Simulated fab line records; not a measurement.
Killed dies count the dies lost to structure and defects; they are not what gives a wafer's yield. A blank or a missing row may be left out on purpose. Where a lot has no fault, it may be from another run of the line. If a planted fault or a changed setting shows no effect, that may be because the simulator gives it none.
Chamber matching | flow nand_harc | 4 sister chambers for NHARC_A_CHANNEL_FILL_D1_ALD_16 on ald_hk-01
The step deposits SiO2, target thk 1.5 nm, pulse time 10 s, ald cycles 15. 18 wafers are shown with their chamber, then 9 later ones without.

## EACH WAFER AND ITS CHAMBER
wafer  | chamber | heater_power_w (W) | susceptor_temp_C (C) | precursor_pulse_height_rel
L074.1 | 0       | 444                | 299.90               | 0.970
L074.5 | 2       | 447                | 299.88               | 1.020
L074.6 | 3       | 479                | 300.09               | 0.995
L079.3 | 1       | 467                | 299.89               | 0.994
L079.4 | 2       | 453                | 300.01               | 0.993
L079.6 | 2       | 456                | 300.32               | 1.008
L079.1 | 0       | 441                | 300.31               | 1.032
L079.2 | 3       | 469                | 299.74               | 0.978
L079.5 | 1       | 479                | 299.61               | 1.005
L081.2 | 3       | 469                | 299.65               | 1.013
L081.4 | 0       | 455                | 300.09               | 0.981
L081.6 | 1       | 462                | 299.87               | 0.982
L082.1 | 2       | 445                | 300.02               | 1.034
L082.2 | 0       | 436                | 300.14               | 0.999
L082.5 | 0       | 453                | 299.72               | 1.005
L092.1 | 1       | 489                | 300.09               | 1.072
L092.3 | 2       | 430                | 300.17               | 0.994
L092.6 | 0       | 428                | 300.03               | 1.044

SIGNATURES (averages over the wafers above)
reading                    | chamber 0 | chamber 1 | chamber 2 | chamber 3 | scatter within a chamber
heater_power_w             | 442.83    | 474.25    | 446.20    | 472.33    | 10.1
susceptor_temp_C           | 300.0317  | 299.8650  | 300.0800  | 299.8267  | 0.197
precursor_pulse_height_rel | 1.00517   | 1.01325   | 1.00980   | 0.99533   | 0.0278
Rule: a wafer lies at a distance from a chamber equal to the root of the sum of squares, over the readings, of (its reading less the chamber's mean, divided by the reading's scatter). If the next closest chamber is less than 2 further off than the closest, the wafer can't be placed; otherwise it belongs to the closest. The scatter: the root of (the sum of the squares of (reading less its chamber's mean) over the shown wafers, divided by (wafers less chambers)).

## WAFERS WITHOUT THEIR CHAMBER
wafer  | heater_power_w (W) | susceptor_temp_C (C) | precursor_pulse_height_rel
L091.2 | 481                | 300.05               | 0.983
L091.4 | 495                | 300.11               | 0.990
L091.6 | 431                | 299.97               | 0.980
L094.1 | 484                | 299.97               | 0.980
L094.2 | 480                | 299.96               | 0.986
L094.6 | 484                | 300.28               | 1.009
L096.3 | 432                | 300.35               | 1.011
L096.4 | 489                | 299.91               | 0.957
L096.5 | 438                | 300.11               | 1.002

## WHICH CHAMBER EACH WENT THROUGH
wafer  | from the rows above               | in truth
L091.2 | can't be placed: 3 or 1           | 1
L091.4 | can't be placed: 1 or 3           | 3
L091.6 | can't be placed: 0 or 2           | 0
L094.1 | can't be placed: 3 or 1           | 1
L094.2 | can't be placed: 3 or 1           | 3
L094.6 | can't be placed: 1 or 3 or 2 or 0 | 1
L096.3 | can't be placed: 0 or 2           | 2
L096.4 | can't be placed: 3 or 1           | 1
L096.5 | can't be placed: 0 or 2           | 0
Placed correctly: 0 of 9. Can't be placed from these rows: 9 (the true chamber is among the candidates in 9). Wrongly placed: 0.
